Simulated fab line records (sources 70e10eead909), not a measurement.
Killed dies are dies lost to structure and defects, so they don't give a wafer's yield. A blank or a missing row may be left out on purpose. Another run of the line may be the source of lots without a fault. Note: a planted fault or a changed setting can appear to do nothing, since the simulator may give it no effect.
Struck lot and sound lot, side by side ; flow nand harc ; 14 steps out of a route of 1302
Sound: these wafers, L890.4, L890.5, L890.6. Struck: wafer L900.1. The cause is named last.
Order at every step that has rows: each side's tool, ch and its chambers, its first start. Under that, the readings that differ: sound wafers ; struck wafers ; difference of the means ; sigmas: that difference in standard deviations of wafers without a fault.
alike: a reading whose means differ by less than 2 such deviations, as well as words and numbers matching on both sides. not compared: withheld readings; readings where some wafer has no value; bounds like >300 that might hide an equal value; numbers whose values overlap and for which the record gives no deviation.
The two part at a step that has a row with sigmas, a row that says differs or no value, or rows on one side only. Numbers that don't overlap but have no deviation are shown without sigmas and don't part them. A reading missing from all wafers of one side parts the sides only when that side holds two or more wafers.

first, 8 steps without rows for these wafers: NHARC_A_SGD_CUT_COAT_56 (time 75 s); NHARC_A_SGD_CUT_COAT_57 (time 65 s); NHARC_A_SGD_CUT_COAT_03 (resist thk 90 nm); NHARC_A_SGD_CUT_SOFTBAKE_04 (time 55 s); NHARC_A_SGD_CUT_EBR_05; NHARC_A_SGD_CUT_EXPOSE_06 (exposes mask SGD); NHARC_A_SGD_CUT_PEB_07 (peb time 65 s); NHARC_A_SGD_CUT_DEVELOP_08 (develop time 35 s).
NHARC_A_SGD_CUT_CD_MEAS_09: the cd target is 100 nm.
  sound on cd sem-02 ch 0, day 20 16:31; struck on cd sem-03 ch 0, day 24 20:04
  alike: cd nm
NHARC_A_SGD_CUT_OVL_MEAS_10:
  sound: overlay-01 at day 20 16:37; struck: overlay-02 at day 24 20:10
  alike: overlay x nm, overlay y nm
NHARC_A_SGD_CUT_INSPECT_11:
  sound: defect inspect-02 at day 20 16:38; struck: defect inspect-01 at day 24 20:12
  alike: raw defect count
NHARC_A_SGD_CUT_DESCUM_14: chemistry O2, time 3 s.
  sound on rie diel-09 ch 0,1,2, day 20 16:44; struck on rie diel-09 ch 1, day 24 20:17
  alike: chamber pressure mTorr, drypump motor current A, oes product au, rf vpp V, showerhead plenum p Torr, throttle valve pct
  not compared: rf hours counter h
NHARC_A_SGD_CUT_ETCH_58: etches the open film in CF4, target depth 39 nm, time 65 s.
  sound on rie diel-09 ch 0,3, day 20 16:47; struck on rie diel-09 ch 0, day 24 20:22
reading;sound;struck;difference;sigmas
oes product au (a.u.);1.015 1.012 1.002;0.845;-0.165;-10
  alike: chamber pressure mTorr, drypump motor current A, rf vpp V, showerhead plenum p Torr, throttle valve pct
  not compared: rf hours counter h
NHARC_A_SGD_CUT_ETCH_59: etches the open film in N2/H2, target depth 260 nm, time 406.25 s.
  sound: rie diel-09 ch 2,3; struck: rie diel-09 ch 2
  alike: chamber pressure mTorr, drypump motor current A, oes product au, rf vpp V, showerhead plenum p Torr, throttle valve pct
  not compared: rf hours counter h

## WHERE THEY PART
Only at NHARC_A_SGD_CUT_ETCH_58, within this record. Later steps at which nothing parts them and some readings are alike: NHARC_A_SGD_CUT_ETCH_59.

WHY: whatever the simulator had introduced
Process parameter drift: rie diel-09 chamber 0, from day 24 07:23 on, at NHARC_A_SGD_CUT_ETCH_58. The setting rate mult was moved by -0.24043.
